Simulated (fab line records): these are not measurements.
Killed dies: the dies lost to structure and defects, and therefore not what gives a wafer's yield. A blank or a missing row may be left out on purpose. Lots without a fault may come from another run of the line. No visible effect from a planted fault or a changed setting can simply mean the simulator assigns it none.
Split-lot trial -- flow n5Finfet -- on a route of 1938 steps: 7 lots, 21 wafers read

THE SPLIT ITSELF
At N5_BEOL_M11_VIA_ETCH_34 (etches SiCOH lowk in C4F6/O2, target depth 184.5 nm, time 69.2 s), the setting timeS was moved away from the recipe's 69.2 s on 6 of the 21 wafers read, by -18.9% to +18.8%. This setting was run at the recipe's value on the other wafers.

The split's own step is where the reading is taken.

THE READING
SOC_of_BEOL_M11_COAT_63.thkNm (the simulator's own value, which no gauge read), in nm, at N5_BEOL_M11_VIA_ETCH_34 (etches SiCOH lowk in C4F6/O2, target depth 184.5 nm, time 69.2 s). No usual value for it is given in the file. Across the 15 wafers here that went through the recipe, the average is 92.0 nm and the standard deviation 0.28 nm.

wafer,"tool, chamber at the split","timeS as run, s",against the recipe,"SOC_of_BEOL_M11_COAT_63.thkNm, nm",against lot-mates on the recipe
L075.1,"rieDiel-01, 0",75.89,+9.7%,91.8,-0.4
L075.5,"rieDiel-01, 2",69.2,recipe,92,-
L075.6,"rieDiel-01, 0",69.2,recipe,92.4,-
L079.2,"rieDiel-04, 3",69.2,recipe,92,-
L079.4,"rieDiel-04, 3",69.2,recipe,92,-
L079.6,"rieDiel-04, 1",69.2,recipe,91.8,-
L078.3,"rieDiel-03, 2",69.2,recipe,91.8,-
L078.5,"rieDiel-03, 1",82.19,+18.8%,90.6,-1.4
L078.6,"rieDiel-03, 3",69.2,recipe,92.2,-
L085.1,"rieDiel-03, 2",69.2,recipe,92.4,-
L085.2,"rieDiel-03, 0",69.2,recipe,92.4,-
L085.3,"rieDiel-03, 3",58.75,-15.1%,93.6,+1.2
L091.3,"rieDiel-03, 2",69.2,recipe,92,-
L091.4,"rieDiel-03, 3",60.44,-12.7%,93.2,+1.2
L091.5,"rieDiel-03, 3",60.44,-12.7%,92.6,+0.6
L093.3,"rieDiel-03, 2",56.12,-18.9%,93.4,+1.9
L093.4,"rieDiel-03, 0",69.2,recipe,91.4,-
L093.5,"rieDiel-03, 3",69.2,recipe,91.6,-
L092.2,"rieDiel-04, 2",69.2,recipe,91.8,-
L092.3,"rieDiel-04, 0",69.2,recipe,92,-
L092.5,"rieDiel-04, 0",69.2,recipe,91.8,-

FIT RESULTS
A straight line over all 21 wafers: SOC_of_BEOL_M11_COAT_63.thkNm changes by -0.0746 nm for each +1% of timeS; r = -0.89; the points scatter about the line by 0.31 nm.
The same after taking each lot's own level away (the mean of its wafers on the recipe; 21 wafers): -0.0784 nm for each +1%; r = -0.96; scatter 0.19 nm.
The reading moves by 1.5 nm for the largest change in timeS, on that fit.
Across the lots, their own levels run from 91.50 to 92.40 nm, a range of 3.2 times the standard deviation given above.
The two slopes agree, so the slope changes little with the lot-to-lot level.
Check: for one of the wafers moved furthest among these (-18.9%), held out of the fit, the line's prediction against its lot-mates is +1.36 nm. Against them it came out at +1.9 nm.

THESE WAFERS: OTHER SPLITS
Before the reading, these wafers also passed through other splits. Each is held against what the fit with the lots' levels taken away leaves over:
other split on the same wafers,wafers away from the commonest value,r with SOC_of_BEOL_M11_COAT_63.thkNm (lot level and that fit taken away)
N5_BEOL_M10_ILD_DEP_00 timeS,12,-0.04
N5_BEOL_M10_COAT_05 spinRpm,3,-0.09
N5_BEOL_M11_COAT_64 spinRpm,6,+0.05
N5_BEOL_M11_EXPOSE_25 doseMj,6,+0.12

THE WHOLE CHAIN: every reading that the file lists as answering this split, in the file's order
step,what it does,reading,change (the file's fit),r (the file's)
N5_BEOL_M11_VIA_ETCH_34,"etches SiCOH lowk in C4F6/O2, target depth 184.5 nm, time 69.2 s","etch.depthNm (the simulator's own value, which no gauge read)",+1.96 nm for each +1% of the setting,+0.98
N5_BEOL_M11_VIA_ETCH_34,"etches SiCOH lowk in C4F6/O2, target depth 184.5 nm, time 69.2 s","SOC_of_BEOL_M11_COAT_63.thkNm (the simulator's own value, which no gauge read)",-0.0802 nm for each +1% of the setting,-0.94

THE FILE'S OWN FIT
SOC_of_BEOL_M11_COAT_63.thkNm changes by -0.0802 nm for each +1% of timeS, r = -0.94.
